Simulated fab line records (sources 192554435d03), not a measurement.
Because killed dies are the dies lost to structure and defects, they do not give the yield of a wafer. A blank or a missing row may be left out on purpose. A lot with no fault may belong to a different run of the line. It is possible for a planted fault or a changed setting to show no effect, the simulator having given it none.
Which tool did it? :: flow n5Finfet :: 24 lots, 72 wafers sampled, at 3 steps of a route of 1938

WHAT THE GAUGES SHOWED, per wafer
N5_BEOL_M3_OVL_MEAS_12.
lot: L074
measured: day 6 22:44
on: overlay-02
M3_OVL (nm): -0.7 0.4 0.1

lot: L075
measured: day 7 08:31
on: overlay-01
M3_OVL (nm): -0.1 -1.0 -0.8

lot: L076
measured: day 7 12:18
on: overlay-01
M3_OVL (nm): 0.2 0.3 -0.4

lot: L077
measured: day 7 13:54
on: overlay-01
M3_OVL (nm): -0.2 0.1 0.2

lot: L078
measured: day 8 05:17
on: overlay-01
M3_OVL (nm): -0.4 0.1 -0.2

lot: L079
measured: day 8 08:09
on: overlay-01
M3_OVL (nm): -0.9 -1.0 -1.2

lot: L080
measured: day 8 11:15
on: overlay-01
M3_OVL (nm): 0.3 -0.1 0.1

lot: L081
measured: day 8 13:31
on: overlay-01
M3_OVL (nm): -0.6 0.4 -0.1

lot: L082
measured: day 9 04:49
on: overlay-01
M3_OVL (nm): -0.3 -0.7 -0.4

lot: L083
measured: day 9 07:43
on: overlay-02
M3_OVL (nm): -0.4 0.7 0.3

lot: L084
measured: day 9 13:04
on: overlay-01
M3_OVL (nm): 0.5 0.2 0.7

lot: L085
measured: day 9 19:22
on: overlay-01
M3_OVL (nm): 0.2 0.1 -1.3

lot: L086
measured: day 10 02:13
on: overlay-02
M3_OVL (nm): -0.6 0.1 -0.8

lot: L087
measured: day 10 09:32
on: overlay-01
M3_OVL (nm): 0.5 0.0 0.4

lot: L088
measured: day 10 11:07
on: overlay-01
M3_OVL (nm): -0.1 0.1 0.2

lot: L089
measured: day 10 23:02
on: overlay-01
M3_OVL (nm): 0.5 1.2 0.2

lot: L090
measured: day 11 03:58
on: overlay-01
M3_OVL (nm): 0.2 1.0 0.2

lot: L091
measured: day 11 11:50
on: overlay-02
M3_OVL (nm): -0.9 -0.7 -0.7

lot: L092
measured: day 11 12:19
on: overlay-02
M3_OVL (nm): 0.7 0.3 -0.4

lot: L093
measured: day 11 16:02
on: overlay-02
M3_OVL (nm): -1.0 -1.0 -0.3

lot: L094
measured: day 11 19:11
on: overlay-01
M3_OVL (nm): 0.0 0.5 -0.2

lot: L095
measured: day 12 06:19
on: overlay-02
M3_OVL (nm): 0.0 -0.4 -0.6

lot: L096
measured: day 12 10:04
on: overlay-01
M3_OVL (nm): 0.0 0.2 1.0

lot: L097
measured: day 12 20:52
on: overlay-01
M3_OVL (nm): -0.3 0.3 -0.6

WHAT TOOL EACH LOT RAN ON (gives the tool, then ch and the chambers of the sampled wafers, and finally the start)
lot: L074
N5_BEOL_M2_SPUTTER_88: pvdSputter-03, day 6 19:20
N5_BEOL_M2_ANNEAL_89: pvdSputter-03, day 6 19:25

lot: L075
N5_BEOL_M2_SPUTTER_88: pvdSputter-02, day 7 05:55
N5_BEOL_M2_ANNEAL_89: pvdSputter-02, day 7 05:59

lot: L076
N5_BEOL_M2_SPUTTER_88: pvdSputter-02, day 7 09:14
N5_BEOL_M2_ANNEAL_89: pvdSputter-02, day 7 09:19

lot: L077
N5_BEOL_M2_SPUTTER_88: pvdSputter-01, day 7 10:37
N5_BEOL_M2_ANNEAL_89: pvdSputter-01, day 7 10:42

lot: L078
N5_BEOL_M2_SPUTTER_88: pvdSputter-01, day 8 02:01
N5_BEOL_M2_ANNEAL_89: pvdSputter-01, day 8 02:05

lot: L079
N5_BEOL_M2_SPUTTER_88: pvdSputter-03, day 8 04:56
N5_BEOL_M2_ANNEAL_89: pvdSputter-03, day 8 05:01

lot: L080
N5_BEOL_M2_SPUTTER_88: pvdSputter-03, day 8 08:07
N5_BEOL_M2_ANNEAL_89: pvdSputter-03, day 8 08:12

lot: L081
N5_BEOL_M2_SPUTTER_88: pvdSputter-01, day 8 10:44
N5_BEOL_M2_ANNEAL_89: pvdSputter-01, day 8 10:49

lot: L082
N5_BEOL_M2_SPUTTER_88: pvdSputter-03, day 9 02:05
N5_BEOL_M2_ANNEAL_89: pvdSputter-03, day 9 02:10

lot: L083
N5_BEOL_M2_SPUTTER_88: pvdSputter-01, day 9 04:50
N5_BEOL_M2_ANNEAL_89: pvdSputter-01, day 9 04:55

lot: L084
N5_BEOL_M2_SPUTTER_88: pvdSputter-01, day 9 09:11
N5_BEOL_M2_ANNEAL_89: pvdSputter-01, day 9 09:16

lot: L085
N5_BEOL_M2_SPUTTER_88: pvdSputter-02, day 9 14:40
N5_BEOL_M2_ANNEAL_89: pvdSputter-02, day 9 14:45

lot: L086
N5_BEOL_M2_SPUTTER_88: pvdSputter-01, day 9 22:51
N5_BEOL_M2_ANNEAL_89: pvdSputter-01, day 9 22:56

lot: L087
N5_BEOL_M2_SPUTTER_88: pvdSputter-01, day 10 04:32
N5_BEOL_M2_ANNEAL_89: pvdSputter-01, day 10 04:37

lot: L088
N5_BEOL_M2_SPUTTER_88: pvdSputter-03, day 10 08:13
N5_BEOL_M2_ANNEAL_89: pvdSputter-03, day 10 08:17

lot: L089
N5_BEOL_M2_SPUTTER_88: pvdSputter-01, day 10 19:24
N5_BEOL_M2_ANNEAL_89: pvdSputter-01, day 10 19:29

lot: L090
N5_BEOL_M2_SPUTTER_88: pvdSputter-03, day 11 00:42
N5_BEOL_M2_ANNEAL_89: pvdSputter-03, day 11 00:47

lot: L091
N5_BEOL_M2_SPUTTER_88: pvdSputter-01, day 11 08:43
N5_BEOL_M2_ANNEAL_89: pvdSputter-01, day 11 08:47

lot: L092
N5_BEOL_M2_SPUTTER_88: pvdSputter-02, day 11 09:44
N5_BEOL_M2_ANNEAL_89: pvdSputter-02, day 11 09:49

lot: L093
N5_BEOL_M2_SPUTTER_88: pvdSputter-02, day 11 12:55
N5_BEOL_M2_ANNEAL_89: pvdSputter-02, day 11 13:00

lot: L094
N5_BEOL_M2_SPUTTER_88: pvdSputter-03, day 11 14:58
N5_BEOL_M2_ANNEAL_89: pvdSputter-03, day 11 15:02

lot: L095
N5_BEOL_M2_SPUTTER_88: pvdSputter-02, day 12 03:14
N5_BEOL_M2_ANNEAL_89: pvdSputter-02, day 12 03:19

lot: L096
N5_BEOL_M2_SPUTTER_88: pvdSputter-02, day 12 07:21
N5_BEOL_M2_ANNEAL_89: pvdSputter-02, day 12 07:26

lot: L097
N5_BEOL_M2_SPUTTER_88: pvdSputter-01, day 12 18:11
N5_BEOL_M2_ANNEAL_89: pvdSputter-01, day 12 18:16
- N5_BEOL_M2_SPUTTER_88: material Cu, target thk 4.5 nm, time 8.29 s.
- N5_BEOL_M2_ANNEAL_89: time 240 s.

AS READ BY THE TOOLS THEMSELVES (means over the sampled wafers that have a number; for cases with no such wafer, the mark the record gives instead)
N5_BEOL_M2_SPUTTER_88.
lot: L074
tool: pvdSputter-03
throttleValvePct (%): 29.9

lot: L075
tool: pvdSputter-02
throttleValvePct (%): 29.9

lot: L076
tool: pvdSputter-02
throttleValvePct (%): 29.4

lot: L077
tool: pvdSputter-01
throttleValvePct (%): 28.0

lot: L078
tool: pvdSputter-01
throttleValvePct (%): 29.1

lot: L079
tool: pvdSputter-03
throttleValvePct (%): 29.8

lot: L080
tool: pvdSputter-03
throttleValvePct (%): 30.6

lot: L081
tool: pvdSputter-01
throttleValvePct (%): 29.7

lot: L082
tool: pvdSputter-03
throttleValvePct (%): 30.2

lot: L083
tool: pvdSputter-01
throttleValvePct (%): 27.8

lot: L084
tool: pvdSputter-01
throttleValvePct (%): 28.5

lot: L085
tool: pvdSputter-02
throttleValvePct (%): 29.6

lot: L086
tool: pvdSputter-01
throttleValvePct (%): 28.7

lot: L087
tool: pvdSputter-01
throttleValvePct (%): 28.9

lot: L088
tool: pvdSputter-03
throttleValvePct (%): 30.6

lot: L089
tool: pvdSputter-01
throttleValvePct (%): 28.7

lot: L090
tool: pvdSputter-03
throttleValvePct (%): 30.1

lot: L091
tool: pvdSputter-01
throttleValvePct (%): 28.6

lot: L092
tool: pvdSputter-02
throttleValvePct (%): 29.4

lot: L093
tool: pvdSputter-02
throttleValvePct (%): 29.3

lot: L094
tool: pvdSputter-03
throttleValvePct (%): 29.3

lot: L095
tool: pvdSputter-02
throttleValvePct (%): 29.2

lot: L096
tool: pvdSputter-02
throttleValvePct (%): 29.6

lot: L097
tool: pvdSputter-01
throttleValvePct (%): 28.6

N5_BEOL_M2_ANNEAL_89.
lot: L074
tool: pvdSputter-03
heaterPowerW (W): 728

lot: L075
tool: pvdSputter-02
heaterPowerW (W): 813

lot: L076
tool: pvdSputter-02
heaterPowerW (W): 843

lot: L077
tool: pvdSputter-01
heaterPowerW (W): 820

lot: L078
tool: pvdSputter-01
heaterPowerW (W): 820

lot: L079
tool: pvdSputter-03
heaterPowerW (W): 789

lot: L080
tool: pvdSputter-03
heaterPowerW (W): 815

lot: L081
tool: pvdSputter-01
heaterPowerW (W): 887

lot: L082
tool: pvdSputter-03
heaterPowerW (W): 775

lot: L083
tool: pvdSputter-01
heaterPowerW (W): 857

lot: L084
tool: pvdSputter-01
heaterPowerW (W): 876

lot: L085
tool: pvdSputter-02
heaterPowerW (W): 844

lot: L086
tool: pvdSputter-01
heaterPowerW (W): 873

lot: L087
tool: pvdSputter-01
heaterPowerW (W): 871

lot: L088
tool: pvdSputter-03
heaterPowerW (W): 713

lot: L089
tool: pvdSputter-01
heaterPowerW (W): 870

lot: L090
tool: pvdSputter-03
heaterPowerW (W): 666

lot: L091
tool: pvdSputter-01
heaterPowerW (W): 871

lot: L092
tool: pvdSputter-02
heaterPowerW (W): 840

lot: L093
tool: pvdSputter-02
heaterPowerW (W): 850

lot: L094
tool: pvdSputter-03
heaterPowerW (W): 754

lot: L095
tool: pvdSputter-02
heaterPowerW (W): 839

lot: L096
tool: pvdSputter-02
heaterPowerW (W): 838

lot: L097
tool: pvdSputter-01
heaterPowerW (W): 805

THE ANSWER, worked out from the rows above alone
Rule: usual is defined by the lots themselves. Put in order of their means at a reading, lots are off if they are a third of the lots or fewer, leave a main group of 4 or more, and stand apart from it by a gap of 3 or more times the standard deviation of the main group's means; of several such gaps the widest counts. A main group whose means are all the same, to the digits that the tables above print for the reading, isn't used. A lot without any number at a reading at which 4 lots or more have one is off too. The other lots that the step has rows for count as sound. First the gauges in route order, then the tools' own readings, where a lot's mean is used as printed above. At the first step where some lot is off, the reading lying furthest off is the one used; lots without a number count as furthest.
No lot is off on any of the readings shown, so nothing can be concluded from this.

WHAT THE SIMULATOR PUT IN
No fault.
